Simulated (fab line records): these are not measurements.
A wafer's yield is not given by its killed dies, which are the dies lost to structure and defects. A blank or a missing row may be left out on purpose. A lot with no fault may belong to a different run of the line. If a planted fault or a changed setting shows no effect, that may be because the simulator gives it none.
Chamber matching ; flow n5_finfet ; N5_BEOL_M3_STRIP_19 on rie_diel-02 has 4 sister chambers
The step strips in O2. 18 wafers are shown with their chamber, then 9 later ones without.

== WAFERS, EACH WITH ITS CHAMBER ==
wafer;chamber;showerhead_plenum_p_Torr (Torr);drypump_motor_current_A (A);throttle_valve_pct (%)
L075.1;2;2.15;5.4;16.42
L075.5;3;2.13;6.1;16.34
L075.6;2;2.15;5.4;16.42
L076.2;3;2.13;6.2;16.34
L076.3;2;2.15;5.4;16.43
L076.5;1;2.05;4.9;16.36
L080.1;3;2.13;6.1;16.35
L080.5;3;2.13;6.1;16.35
L080.6;2;2.15;5.4;16.44
L081.4;2;2.15;5.4;16.46
L081.5;1;2.05;4.9;16.37
L081.6;2;2.15;5.4;16.44
L082.2;3;2.13;6.2;16.35
L082.4;2;2.15;5.4;16.44
L082.5;0;2.14;5.6;16.74
L083.4;1;2.04;4.9;16.39
L083.5;0;2.14;5.6;16.74
L083.6;2;2.15;5.3;16.45

SIGNATURES (means of the wafers above)
reading;chamber 0;chamber 1;chamber 2;chamber 3;scatter within a chamber
showerhead_plenum_p_Torr;2.1400;2.0467;2.1500;2.1300;0.00218
drypump_motor_current_A;5.600;4.900;5.388;6.140;0.0385
throttle_valve_pct;16.7400;16.3733;16.4375;16.3460;0.0118
Rule: for a wafer and a chamber, the distance is found by dividing, reading by reading, the gap between the wafer's reading and the chamber's mean by the reading's scatter, squaring, summing and taking the root. If the next closest chamber is less than 2 further off than the closest, the wafer can't be placed; otherwise it belongs to the closest. The scatter: the root of (the sum of the squares of (reading less its chamber's mean) over the shown wafers, divided by (wafers less chambers)).

== WAFERS WITHOUT THEIR CHAMBER ==
wafer;showerhead_plenum_p_Torr (Torr);drypump_motor_current_A (A);throttle_valve_pct (%)
L086.2;2.04;4.9;16.39
L086.4;2.14;5.6;16.75
L086.6;2.12;6.1;16.37
L084.1;2.14;5.4;16.45
L084.2;2.14;5.6;16.76
L084.4;2.12;6.2;16.37
L085.2;2.14;5.4;16.45
L085.3;2.12;6.2;16.37
L085.5;2.14;5.6;16.76

== EACH ONE'S CHAMBER ==
wafer;from the rows above;in truth
L086.2;1;1
L086.4;0;0
L086.6;3;3
L084.1;2;2
L084.2;0;0
L084.4;3;3
L085.2;2;2
L085.3;3;3
L085.5;0;0
Correct placement for 9 of the 9. From these rows, 0 cannot be placed. 0 placed wrongly.
